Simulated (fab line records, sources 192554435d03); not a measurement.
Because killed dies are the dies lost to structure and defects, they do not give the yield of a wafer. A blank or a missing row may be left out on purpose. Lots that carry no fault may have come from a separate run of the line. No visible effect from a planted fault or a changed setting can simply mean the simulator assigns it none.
fab line records	flow n5_finfet
record lots=12	wafers=36	last_day=18
route steps=1938 shown BEOL_M7@1317 BEOL_M8@1334 PASSIVATION@1936
lots untouched by any fault: they come from a run of this same line in which no faults occurred
start_h: hours from the record's first day to the start of the lot's first wafer shown	wait_h: time in hours since the lot's previous step	" same as the row above	L1.1+2: a single row standing in for several wafers	- value missing, or start not given	* or withheld: withheld	< > ~ a bound
route shown NAME@n: NAME is a module with steps in the file, n the number in the route of the first one	usual: mean/standard deviation of fault-free wafers	same: alike in all rows	chamber/n: place in a boat	sites: the reading at each site	_std_site: standard deviation across them	_edge_site: the outer-site mean with the inner-site mean subtracted	radius_mm: for every site, how far away it sits from the centre of the wafer	mask NAME#n: copy n	behind: the tool/chamber that last shaped the wafer	hold: the reason the lot was held/the length of the hold in hours/how it ended	device: names the non-switching transistor (n, p or np)	end of line: the tests these same wafers got at the end of their route	for a step that has no rows: nothing shown but its recipe	killed: the dies lost at the first sort to structure and to defects; this is not the yield of the wafer	map: a wafer's dies, marking killed ones x, the rest . and places with no die _
set.NAME: setting as actually run; set.NAME@STEP: the setting as run at that earlier step	model.NAME: the simulator's own value behind a step, which no gauge read
route steps across a sampled set of lots; one table per step, one row per wafer
services: a tool's chamber out of use, with start hour (start_h, from the record's first day; less than 0 if before it), hours out, and reason
## steps
# step N5_BEOL_M7_CURE_75
# recipe temp_c=370	time_s=120	ambient=DMADMS/He	material=SiCOH_lowk
# usual lamp_power_pct=52.32/0.052	wafer_temp_C_max=371.9/0.52
lot.wafer	tool	chamber	start_h	wait_h	lamp_power_pct	wafer_temp_C_max
L804.4	uv_cure-02	0	232.03	0.7	52.29	371.7
L804.5	"	0	"	"	52.29	371.6
L804.6	"	0	"	"	52.28	371.4
L805.2	uv_cure-02	0	239.47	0.1	52.25	371.1
L805.5	"	0	"	"	52.35	371.3
L805.6	"	0	"	"	52.29	371.1
L806.3	uv_cure-02	2	243.28	0.1	52.31	371.7
L806.4	"	2	"	"	52.31	371.7
L806.6	"	2	"	"	52.33	371.6
L808.2	uv_cure-02	2	246.82	0.3	52.36	372.6
L808.5	"	2	"	"	52.27	371.5
L808.6	"	2	"	"	52.27	372.0
L811.3	uv_cure-02	0	250.98	0.1	52.28	371.4
L811.5	"	0	"	"	52.42	370.9
L811.6	"	0	"	"	52.31	370.8
L809.1	uv_cure-01	1	271.66	0.0	52.32	371.9
L809.4	"	1	"	"	52.34	372.3
L809.5	"	1	"	"	52.32	372.2
L812.2	uv_cure-03	1	278.65	0.2	52.30	371.4
L812.3	"	1	"	"	52.32	371.6
L812.5	"	1	"	"	52.33	370.8
L820.1	uv_cure-03	2	318.00	0.2	52.37	372.4
L820.4	"	2	"	"	52.27	371.7
L820.6	"	2	"	"	52.31	371.9
L821.1	uv_cure-01	1	325.50	0.1	52.28	373.8
L821.2	"	1	"	"	52.37	372.2
L821.4	"	1	"	"	52.25	372.2
L822.1	uv_cure-01	2	331.24	0.0	52.31	372.6
L822.5	"	2	"	"	52.33	372.1
L822.6	"	2	"	"	52.36	372.6
L823.3	uv_cure-01	2	340.22	0.1	52.36	371.7
L823.5	"	2	"	"	52.35	371.9
L823.6	"	2	"	"	52.38	371.9
L825.2	uv_cure-02	1	362.19	0.1	52.30	372.4
L825.3	"	1	"	"	52.29	371.8
L825.5	"	1	"	"	52.30	372.8
# step N5_BEOL_M8_THK_MEAS_01
# recipe reads=SiCOH_lowk_of_BEOL_M8_ILD_DEP_00
# usual M8_ILD_THK=155.5/2
lot.wafer	tool	chamber	start_h	wait_h	M8_ILD_THK[nm]
L804.4	film_metro-02	-	237.80	0.2	159.1
L804.5	"	-	"	"	157.3
L804.6	"	-	"	"	156.0
L805.2	film_metro-02	-	242.90	0.4	154.5
L805.5	"	-	"	"	160.0
L805.6	"	-	"	"	157.1
L806.3	film_metro-02	-	247.76	0.3	157.1
L806.4	"	-	"	"	156.5
L806.6	"	-	"	"	159.7
L808.2	film_metro-01	-	250.45	0.4	149.8
L808.5	"	-	"	"	154.3
L808.6	"	-	"	"	152.3
L811.3	film_metro-02	-	255.33	0.3	153.6
L811.5	"	-	"	"	156.4
L811.6	"	-	"	"	154.8
L809.1	film_metro-02	-	274.42	0.4	154.2
L809.4	"	-	"	"	156.8
L809.5	"	-	"	"	157.2
L812.2	film_metro-01	-	283.04	0.4	151.2
L812.3	"	-	"	"	156.1
L812.5	"	-	"	"	153.7
L820.1	film_metro-02	-	321.33	0.4	155.2
L820.4	"	-	"	"	155.9
L820.6	"	-	"	"	157.8
L821.1	film_metro-02	-	329.69	0.4	154.0
L821.2	"	-	"	"	153.6
L821.4	"	-	"	"	158.0
L822.1	film_metro-02	-	334.09	0.4	154.6
L822.5	"	-	"	"	156.4
L822.6	"	-	"	"	156.9
L823.3	film_metro-01	-	342.90	0.3	155.0
L823.5	"	-	"	"	155.6
L823.6	"	-	"	"	158.3
L825.2	film_metro-01	-	365.19	0.4	153.6
L825.3	"	-	"	"	151.4
L825.5	"	-	"	"	155.9
# step N5_BEOL_M8_COAT_05
# recipe resist=CAR-ArF	spin_rpm=1500	resist_thk_nm=90
# usual spin_speed_rpm=1499.9/0.93
lot.wafer	tool	chamber	start_h	wait_h	spin_speed_rpm
L804.4	litho_track-05	0	238.20	-	1499.9
L804.5	"	0	"	"	1500.2
L804.6	"	0	"	"	1499.7
L805.2	litho_track-05	0	243.38	-	1499.5
L805.5	"	0	"	"	1499.8
L805.6	"	0	"	"	1500.0
L806.3	litho_track-02	0	248.64	-	1500.3
L806.4	"	0	"	"	1499.7
L806.6	"	0	"	"	1499.4
L808.2	litho_track-02	0	251.13	-	1499.5
L808.5	"	0	"	"	1499.1
L808.6	"	0	"	"	1500.7
L811.3	litho_track-02	0	256.17	-	1615.6
L811.5	"	0	"	"	1615.1
L811.6	"	0	"	"	1618.4
L809.1	litho_track-05	0	275.98	-	1499.9
L809.4	"	0	"	"	1498.5
L809.5	"	0	"	"	1499.9
L812.2	litho_track-02	0	284.63	-	1615.7
L812.3	"	0	"	"	1616.9
L812.5	"	0	"	"	1616.9
L820.1	litho_track-03	0	321.56	-	1500.5
L820.4	"	0	"	"	1500.5
L820.6	"	0	"	"	1497.1
L821.1	litho_track-03	0	331.32	-	1500.9
L821.2	"	0	"	"	1500.3
L821.4	"	0	"	"	1499.9
L822.1	litho_track-05	0	334.87	-	1500.6
L822.5	"	0	"	"	1499.8
L822.6	"	0	"	"	1500.4
L823.3	litho_track-05	0	344.80	-	1500.6
L823.5	"	0	"	"	1499.4
L823.6	"	0	"	"	1499.0
L825.2	litho_track-05	0	366.69	-	1499.1
L825.3	"	0	"	"	1499.5
L825.5	"	0	"	"	1500.0
# step N5_BEOL_M8_INSPECT_13
# recipe mode=adi	inspect_instrument=brightfield
# usual raw_defect_count=449/110
lot.wafer	tool	chamber	start_h	wait_h	raw_defect_count
L804.4	defect_inspect-02	-	238.50	0.0	456
L804.5	"	-	"	"	353
L804.6	"	-	"	"	574
L805.2	defect_inspect-01	-	243.80	0.0	331
L805.5	"	-	"	"	499
L805.6	"	-	"	"	299
L806.3	defect_inspect-02	-	249.06	0.0	570
L806.4	"	-	"	"	484
L806.6	"	-	"	"	589
L808.2	defect_inspect-02	-	251.42	0.0	643
L808.5	"	-	"	"	410
L808.6	"	-	"	"	628
L811.3	defect_inspect-02	-	256.59	0.0	470
L811.5	"	-	"	"	403
L811.6	"	-	"	"	536
L809.1	defect_inspect-01	-	276.39	0.0	539
L809.4	"	-	"	"	474
L809.5	"	-	"	"	510
L812.2	defect_inspect-01	-	285.05	0.0	334
L812.3	"	-	"	"	281
L812.5	"	-	"	"	370
L820.1	defect_inspect-01	-	321.98	0.0	338
L820.4	"	-	"	"	578
L820.6	"	-	"	"	323
L821.1	defect_inspect-02	-	331.73	0.0	488
L821.2	"	-	"	"	498
L821.4	"	-	"	"	479
L822.1	defect_inspect-02	-	336.23	0.0	351
L822.5	"	-	"	"	401
L822.6	"	-	"	"	348
L823.3	defect_inspect-02	-	345.22	0.0	406
L823.5	"	-	"	"	320
L823.6	"	-	"	"	364
L825.2	defect_inspect-02	-	367.11	0.0	518
L825.3	"	-	"	"	758
L825.5	"	-	"	"	415
# step N5_PASSIVATION_PROBE_49
# usual defect_limited_yield=91.1/1.5	killed_at_M0_to_M3=33/9.9	killed_at_M4_up=14/5.2	killed_at_contacts=12/6.7	killed_at_front_end=43/13	killed_at_other=3.4/2.7	killed_dies=105/17	killed_on_rim=14/4.2	killed_open=69/13	killed_short=33/7.5	sort_bin_5_function=5.2/0.91	sort_bin_6_memory=3.3/0.71	sort_n_pass=1075/17	sort_yield_pct=91.1/1.5
# same gross_dies=1180	killed_at_back_side=0	sort_bin_4_leakage[%]=0	sort_bin_8_speed[%]=0
lot.wafer	tool	chamber	start_h	wait_h	defect_limited_yield[%]	killed_at_M0_to_M3	killed_at_M4_up	killed_at_contacts	killed_at_front_end	killed_at_other	killed_dies	killed_on_rim	killed_open	killed_short	sort_bin_5_function[%]	sort_bin_6_memory[%]	sort_n_pass	sort_yield_pct[%]
L805.2	prober-02	-	317.90	0.1	91.5	51	9	5	33	2	100	7	70	29	4.8	3.2	1080	91.5
L805.5	prober-02	-	318.05	0.2	92.5	19	5	8	55	1	88	19	67	21	5.3	2.1	1092	92.5
L805.6	prober-02	-	318.10	0.3	92.5	29	13	4	41	2	89	10	62	27	4.2	3.1	1091	92.5
L806.3	prober-01	-	323.75	0.1	92.1	31	14	11	36	1	93	13	70	20	3.7	4.1	1087	92.1
L806.4	prober-01	-	323.80	0.2	89.1	47	21	11	49	1	129	15	94	33	5.8	4.8	1051	89.1
L806.6	prober-01	-	323.90	0.3	93.2	19	23	12	18	8	80	10	59	20	3.7	2.9	1100	93.2
L808.2	prober-01	-	328.84	0.1	92.9	21	6	12	44	1	84	10	58	23	4.3	2.5	1096	92.9
L808.5	prober-01	-	328.99	0.2	90.8	30	14	18	47	0	109	16	70	38	5.2	3.4	1071	90.8
L808.6	prober-01	-	329.04	0.3	91.0	26	7	15	56	2	106	11	51	54	4.8	3.7	1074	91.0
L820.1	prober-02	-	388.19	0.0	93.1	29	7	3	38	5	82	11	54	28	4.0	2.8	1098	93.1
L820.4	prober-02	-	388.34	0.2	91.5	31	16	14	34	5	100	16	63	33	4.5	3.6	1080	91.5
L820.6	prober-02	-	388.44	0.3	90.0	22	16	19	60	1	118	13	80	36	5.3	4.3	1062	90.0
L822.1	prober-02	-	406.77	0.0	91.2	38	20	8	36	2	104	17	65	38	5.3	3.2	1076	91.2
L822.5	prober-02	-	406.97	0.2	90.8	29	20	12	45	2	108	16	71	34	5.1	3.7	1072	90.8
L822.6	prober-02	-	407.02	0.3	91.6	26	19	17	36	1	99	11	60	39	5.3	2.8	1081	91.6
L825.2	prober-01	-	438.40	0.1	89.2	35	20	17	54	2	128	26	81	41	6.1	3.9	1052	89.2
L825.3	prober-01	-	438.45	0.1	89.5	57	9	12	42	4	124	16	74	49	6.1	4.2	1056	89.5
L825.5	prober-01	-	438.55	0.2	91.6	38	9	10	38	4	99	11	57	37	4.7	3.3	1081	91.6
# killed by level:class
L805.2 BEOL_M1:geometric_particle:open=16 BEOL_M2:geometric_particle:open=14 BEOL_M3:geometric_particle:open=7 DUMMY_GATE:geometric_particle:open=7 FIN_SAQP:geometric_particle:open=4 MOL_CONTACT_COAG:geometric_particle:open=4 BEOL_M0_SAQP:geometric_particle:short=4 FIN_SAQP:geometric_particle:short=3
L805.5 FIN_SAQP:geometric_particle:open=17 STI_FIN_REVEAL:geometric_particle:open=14 BEOL_M1:geometric_particle:open=6 BEOL_M3:geometric_particle:open=6 ILD0:geometric_particle:open=4 ILD0:geometric_particle:short=4 MOL_CONTACT_COAG:geometric_particle:short=4 MOL_CONTACT_COAG:geometric_particle:open=4
L805.6 BEOL_M1:geometric_particle:open=10 FIN_SAQP:geometric_particle:open=8 STI_FIN_REVEAL:geometric_particle:open=7 DUMMY_GATE:geometric_particle:open=7 FIN_SAQP:geometric_particle:short=5 SPACER0:geometric_particle:open=5 BEOL_M0_SAQP:geometric_particle:short=5 BEOL_M4:geometric_particle:open=5
L806.3 BEOL_M2:geometric_particle:open=15 BEOL_M4:geometric_particle:open=11 MOL_CONTACT_COAG:geometric_particle:open=10 STI_FIN_REVEAL:geometric_particle:open=8 ILD0:geometric_particle:open=5 FIN_SAQP:geometric_particle:open=4 DUMMY_GATE:geometric_particle:open=4 FIN_SAQP:geometric_particle:short=3
L806.4 STI_FIN_REVEAL:geometric_particle:open=23 BEOL_M4:geometric_particle:open=14 BEOL_M2:geometric_particle:open=14 BEOL_M0_SAQP:geometric_particle:open=9 BEOL_M1:geometric_particle:open=9 MOL_CONTACT_COAG:geometric_particle:open=8 BEOL_M0_SAQP:geometric_particle:short=8 STI_FIN_REVEAL:geometric_particle:short=4
L806.6 BEOL_M4:geometric_particle:open=15 BEOL_M2:geometric_particle:open=12 MOL_CONTACT_COAG:geometric_particle:open=8 STI_FIN_REVEAL:geometric_particle:open=4 STARTING-WAFER:geometric_particle:open=4 FIN_SAQP:geometric_particle:open=3 MOL_CONTACT_COAG:geometric_particle:short=3 BEOL_M4:geometric_particle:short=3
L808.2 STI_FIN_REVEAL:geometric_particle:open=12 MOL_CONTACT_COAG:geometric_particle:open=9 FIN_SAQP:geometric_particle:open=8 FIN_SAQP:geometric_particle:short=8 BEOL_M3:geometric_particle:open=8 STARTING-WAFER:geometric_particle:open=4 DUMMY_GATE:geometric_particle:open=4 MOL_CONTACT_COAG:geometric_particle:short=3
L808.5 MOL_CONTACT_COAG:geometric_particle:open=14 BEOL_M3:geometric_particle:open=11 STI_FIN_REVEAL:geometric_particle:open=10 FIN_SAQP:geometric_particle:open=8 FIN_SAQP:geometric_particle:short=8 BEOL_M4:geometric_particle:open=8 BEOL_M3:geometric_particle:short=5 GATE_CUT:geometric_particle:open=4
L808.6 FIN_SAQP:geometric_particle:short=16 BEOL_M0_SAQP:geometric_particle:short=16 STI_FIN_REVEAL:geometric_particle:open=11 MOL_CONTACT_COAG:geometric_particle:open=11 FIN_SAQP:geometric_particle:open=6 DUMMY_GATE:geometric_particle:open=5 ILD0:geometric_particle:short=4 GATE_CUT:geometric_particle:short=4
L820.1 STI_FIN_REVEAL:geometric_particle:open=8 BEOL_M2:geometric_particle:open=8 FIN_SAQP:geometric_particle:short=7 STARTING-WAFER:geometric_particle:open=7 BEOL_M1:geometric_particle:open=6 BEOL_M3:geometric_particle:open=5 FIN_SAQP:geometric_particle:open=4 MOL_CONTACT_COAG:geometric_particle:open=3
L820.4 MOL_CONTACT_COAG:geometric_particle:open=11 BEOL_M2:geometric_particle:open=11 STI_FIN_REVEAL:geometric_particle:open=9 FIN_SAQP:geometric_particle:short=6 BEOL_M3:geometric_particle:open=6 BEOL_M4:geometric_particle:open=5 FIN_SAQP:geometric_particle:open=4 STARTING-WAFER:geometric_particle:short=4
L820.6 STI_FIN_REVEAL:geometric_particle:open=19 MOL_CONTACT_COAG:geometric_particle:open=14 BEOL_M4:geometric_particle:open=10 FIN_SAQP:geometric_particle:short=8 BEOL_M3:geometric_particle:open=7 STI_FIN_REVEAL:geometric_particle:short=6 FIN_SAQP:geometric_particle:open=5 MOL_CONTACT_COAG:geometric_particle:short=5
L822.1 BEOL_M1:geometric_particle:open=10 FIN_SAQP:geometric_particle:short=9 BEOL_M3:geometric_particle:open=9 FIN_SAQP:geometric_particle:open=8 MOL_CONTACT_COAG:geometric_particle:open=7 BEOL_M0_SAQP:geometric_particle:open=7 BEOL_M4:geometric_particle:open=7 BEOL_M5:geometric_particle:short=5
L822.5 FIN_SAQP:geometric_particle:short=13 MOL_CONTACT_COAG:geometric_particle:open=11 FIN_SAQP:geometric_particle:open=10 BEOL_M3:geometric_particle:open=8 DUMMY_GATE:geometric_particle:open=7 BEOL_M4:geometric_particle:open=7 STI_FIN_REVEAL:geometric_particle:open=6 BEOL_M1:geometric_particle:open=6
L822.6 MOL_CONTACT_COAG:geometric_particle:open=12 FIN_SAQP:geometric_particle:short=10 BEOL_M4:geometric_particle:open=10 BEOL_M1:geometric_particle:open=9 BEOL_M3:geometric_particle:open=6 FIN_SAQP:geometric_particle:open=5 STI_FIN_REVEAL:geometric_particle:open=5 MOL_CONTACT_COAG:geometric_particle:short=5
L825.2 MOL_CONTACT_COAG:geometric_particle:open=14 BEOL_M0_SAQP:geometric_particle:open=10 FIN_SAQP:geometric_particle:open=9 FIN_SAQP:geometric_particle:short=9 STI_FIN_REVEAL:geometric_particle:open=8 BEOL_M4:geometric_particle:open=7 DUMMY_GATE:geometric_particle:open=6 BEOL_M3:geometric_particle:open=6
L825.3 MOL_CONTACT_COAG:geometric_particle:open=11 BEOL_M0_SAQP:geometric_particle:short=11 BEOL_M1:geometric_particle:short=9 FIN_SAQP:geometric_particle:open=8 BEOL_M0_SAQP:geometric_particle:open=8 BEOL_M3:geometric_particle:open=8 GATE_CUT:geometric_particle:short=6 BEOL_M0:geometric_particle:open=6
L825.5 FIN_SAQP:geometric_particle:short=10 MOL_CONTACT_COAG:geometric_particle:open=8 BEOL_M0_SAQP:geometric_particle:short=7 BEOL_M1:geometric_particle:open=7 FIN_SAQP:geometric_particle:open=6 BEOL_M2:geometric_particle:open=6 GATE_CUT:geometric_particle:open=5 BEOL_M0_SAQP:geometric_particle:open=5
## services
tool	chamber	start_h	hours	kind
uv_cure-01	-	230.28	7.5	pm
uv_cure-03	-	239.14	13.3	repair
uv_cure-02	-	241.75	0.9	repair
uv_cure-03	-	261.69	2.8	repair
uv_cure-01	-	290.49	2.1	pm
uv_cure-03	-	357.29	1.5	repair
## key
first_sign step=N5_BEOL_M8_COAT_05	reading=spin_speed_rpm	direction=up	sigmas=99+	usual=*	struck=*
effect none on later readings
met_at N5_BEOL_M8_COAT_05
struck_lots L811,L812
not_acting_at N5_BEOL_M7_CURE_75,N5_BEOL_M8_THK_MEAS_01,N5_BEOL_M8_INSPECT_13
onset_between 251.13 256.17
fault kind=process_parameter_drift	tool=litho_track-02	chamber=-	onset_h=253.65	steps=N5_BEOL_M8_COAT_05	channel=spin_rpm	offset=*	shape=step	end_h=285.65	acts_in=*	stated=*
